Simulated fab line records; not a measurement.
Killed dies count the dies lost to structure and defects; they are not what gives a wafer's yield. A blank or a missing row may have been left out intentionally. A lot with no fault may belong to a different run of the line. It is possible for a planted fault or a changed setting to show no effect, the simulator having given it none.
Chamber matching + flow n5_finfet + 4 sister chambers for N5_ILD0_LINER_00 on ald_sin-02
The step material SiNx, target thk 4 nm, pulse time 1 s, purge time 2 s. 4 wafers are shown with their chamber, then 11 later ones without.

WAFERS PAIRED WITH THEIR CHAMBERS
| wafer  | chamber | heater_power_w (W) |
|--------|---------|--------------------|
| L088.2 | 2       | 778                |
| L088.3 | 3       | 919                |
| L088.6 | 0       | 937                |
| L089.1 | 1       | 878                |

WAFERS WITH NO CHAMBER GIVEN
| wafer  | heater_power_w (W) |
|--------|--------------------|
| L089.3 | 786                |
| L089.4 | 915                |
| L093.1 | 948                |
| L093.4 | 781                |
| L093.5 | 882                |
| L095.1 | 936                |
| L095.2 | 862                |
| L095.3 | 917                |
| L095.4 | 786                |
| L095.5 | 893                |
| L095.6 | 918                |

WHICH CHAMBER EACH ONE RAN IN
| wafer  | from the rows above     | in truth                   |
|--------|-------------------------|----------------------------|
| L089.3 | 2                       | 2                          |
| L089.4 | 3                       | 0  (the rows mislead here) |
| L093.1 | 0                       | 0                          |
| L093.4 | 2                       | 2                          |
| L093.5 | 1                       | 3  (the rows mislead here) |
| L095.1 | can't be placed: 0 or 3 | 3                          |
| L095.2 | 1                       | 1                          |
| L095.3 | 3                       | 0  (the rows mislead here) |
| L095.4 | 2                       | 2                          |
| L095.5 | can't be placed: 1 or 3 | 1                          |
| L095.6 | 3                       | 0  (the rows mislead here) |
5 of 11 placed correctly. Not placeable from these rows: 2 (in 2, the candidates include the true chamber). Wrongly placed: 4.
How it was worked out, from the rows above alone: a wafer's distance from a chamber is the root of the sum, over the readings, of the square of ((its reading less the chamber's mean) divided by the reading's scatter). If the next closest chamber is less than 2 further off than the closest, the wafer can't be placed; otherwise it belongs to the closest. For every chamber, the mean is computed from those of its wafers that are shown. The scatter: with one shown wafer a chamber, the root of the mean of the squares of how far each hidden wafer lies from its nearest shown one.
